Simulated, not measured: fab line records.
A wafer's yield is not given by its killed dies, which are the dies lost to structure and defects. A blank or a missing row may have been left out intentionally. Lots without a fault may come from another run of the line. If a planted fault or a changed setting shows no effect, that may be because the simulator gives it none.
Comparing a struck lot with a sound one / flow n5_finfet / 36 steps out of a route of 1938
Sound: the wafers L661.1, L661.3, L661.5. Struck: wafer L666.1. The cause is given at the end.
Each step with rows lists, per side, the tool, then ch with its chambers, then its first start. Under that, the readings that differ: sound wafers / struck wafers / difference of the means / sigmas: that difference in standard deviations of wafers without a fault.
alike: a reading whose means differ by less than 2 such deviations, as well as words and numbers matching on both sides. not compared: withheld readings; readings where some wafer has no value; bounds like >300 that might hide an equal value; numbers whose values overlap and for which the record gives no deviation.
Wherever a step has rows on one side only, a row that says differs or no value, or a row with sigmas, the two part there. Numbers that have no deviation but don't overlap get no sigmas and don't part them. A reading missing from all wafers of one side parts the sides only when that side holds two or more wafers.

first, 8 steps without rows for these wafers: N5_BEOL_M10_SPUTTER_48 (material Cu, target thk 12 nm, time 2 s); N5_BEOL_M10_ECD_50 (material Cu, target thk 318 nm); N5_BEOL_M10_ANNEAL_51 (time 90 s); N5_BEOL_M10_CMP_52 (polishes, stops on SiCOH lowk, t overpolish 7 s, target thk 140 nm); N5_BEOL_M10_PRE_CLEAN_55 (time 15 s); N5_BEOL_M10_DEP_56 (deposits SiCN from 3MS/NH3, target thk 15 nm, time 26.5 s); N5_BEOL_M11_ILD_DEP_00 (deposits SiCOH lowk from DEMS/porogen, target thk 308.51 nm, time 58 s); N5_BEOL_M11_CURE_71 (cures SiCOH lowk, time 240 s).
N5_BEOL_M11_PECVD_70: deposits SiO2 from TEOS/O2, target thk 20 nm, time 22.7 s.
  sound on pecvd-03 ch 0,1,2, day 11 21:05; struck on pecvd-03 ch 2, day 12 17:30
reading=model.SiO2_of_BEOL_M11_PECVD_70.thk_nm (nm); sound=19.6 19.6 20; struck=17.6; difference=-2.1; sigmas=
  alike: heater_power_outer_w, heater_power_w, showerhead_plenum_p_Torr, throttle_valve_pct
  not compared: rf_fwd_power_W
then, 24 steps without rows for these wafers: N5_BEOL_M11_HM_DEP_02 (deposits TiN, target thk 20 nm); N5_BEOL_M11_COAT_59 (time 60 s, resist thk 100 nm); N5_BEOL_M11_COAT_60 (time 60 s, resist thk 30 nm); N5_BEOL_M11_COAT_05 (resist thk 90 nm); N5_BEOL_M11_EBR_07; N5_BEOL_M11_SOFTBAKE_06 (time 60 s); N5_BEOL_M11_EXPOSE_08 (exposes mask M11); N5_BEOL_M11_PEB_09 (peb time 60 s); N5_BEOL_M11_DEVELOP_10 (develop time 30 s); N5_BEOL_M11_DESCUM_16 (chemistry O2, time 7.9 s); N5_BEOL_M11_ETCH_61 (etches SiARC in CF4, target depth 39 nm, time 65 s); N5_BEOL_M11_ETCH_62 (etches SOC in N2/H2, target depth 110 nm, overetch 22 nm, time 165 s); N5_BEOL_M11_STRIP_68 (strips in N2/H2); N5_BEOL_M11_STRIP_67 (strips in CF4); N5_BEOL_M11_HM_OPEN_17 (chemistry Cl2/BCl3, target TiN, target depth 20 nm, overetch 6 nm); N5_BEOL_M11_STRIP_19 (strips in O2); N5_BEOL_M11_COAT_63 (time 60 s, resist thk 100 nm); N5_BEOL_M11_COAT_64 (time 60 s, resist thk 30 nm); N5_BEOL_M11_COAT_22 (resist thk 90 nm); N5_BEOL_M11_EBR_24; N5_BEOL_M11_SOFTBAKE_23 (time 60 s); N5_BEOL_M11_EXPOSE_25 (exposes mask V10); N5_BEOL_M11_PEB_26 (peb time 60 s); N5_BEOL_M11_DEVELOP_27 (develop time 30 s).
N5_BEOL_M11_HM_STRIP_39: strips TiN in peroxide tin strip, target depth 25 nm, time 158 s.
  sound on wet_bench-05 ch 1,2,6, day 12 02:06; struck on wet_bench-04 ch 3, day 12 22:16
reading=model.SiO2_of_BEOL_M11_PECVD_70.thk_nm (nm); sound=19.4 19.4 20; struck=17.4; difference=-2.2; sigmas=
N5_BEOL_M15_RC_MEAS_101:
  sound on prober-02 ch 0, day 13 04:28; struck on prober-01 ch 0, day 14 05:49
reading=COMB_M14 (S/m); sound=4.6e-12 5.4e-12 4.6e-12; struck=2.7e-12; difference=-2.2e-12; sigmas=-2
reading=COMB_M8 (S/m); sound=3e-11 2.1e-11 2.3e-11; struck=3.5e-11; difference=+1.0e-11; sigmas=+2
reading=COMB_M9 (S/m); sound=1.5e-11 1.4e-11 1.8e-11; struck=7e-12; difference=-9e-12; sigmas=-3
reading=SERP_M11 (ohm/um); sound=3.15 3.20 3.14; struck=2.96; difference=-0.20; sigmas=-2
reading=SERP_M7 (ohm/um); sound=14.2 13.3 14.4; struck=16.9; difference=+2.9; sigmas=+6
reading=SERP_M7_max_site (ohm/um); sound=15.6 13.8 14.9; struck=17.6; difference=+2.8; sigmas=+5
  alike: COMB_M10, COMB_M11, COMB_M12, COMB_M12_max_site, COMB_M13, COMB_M15, COMB_M5, COMB_M6, COMB_M7, SERP_M10, SERP_M12, SERP_M13, SERP_M14, SERP_M5, SERP_M6, SERP_M8, SERP_M9
N5_PASSIVATION_PROBE_49:
  only the struck wafers here have rows in the record (prober-01, day 14 20:10); the sound ones have none

WHERE THEY PART
At N5_BEOL_M15_RC_MEAS_101 first; at N5_PASSIVATION_PROBE_49 last (within this record only).

WHY: what the simulator had put in
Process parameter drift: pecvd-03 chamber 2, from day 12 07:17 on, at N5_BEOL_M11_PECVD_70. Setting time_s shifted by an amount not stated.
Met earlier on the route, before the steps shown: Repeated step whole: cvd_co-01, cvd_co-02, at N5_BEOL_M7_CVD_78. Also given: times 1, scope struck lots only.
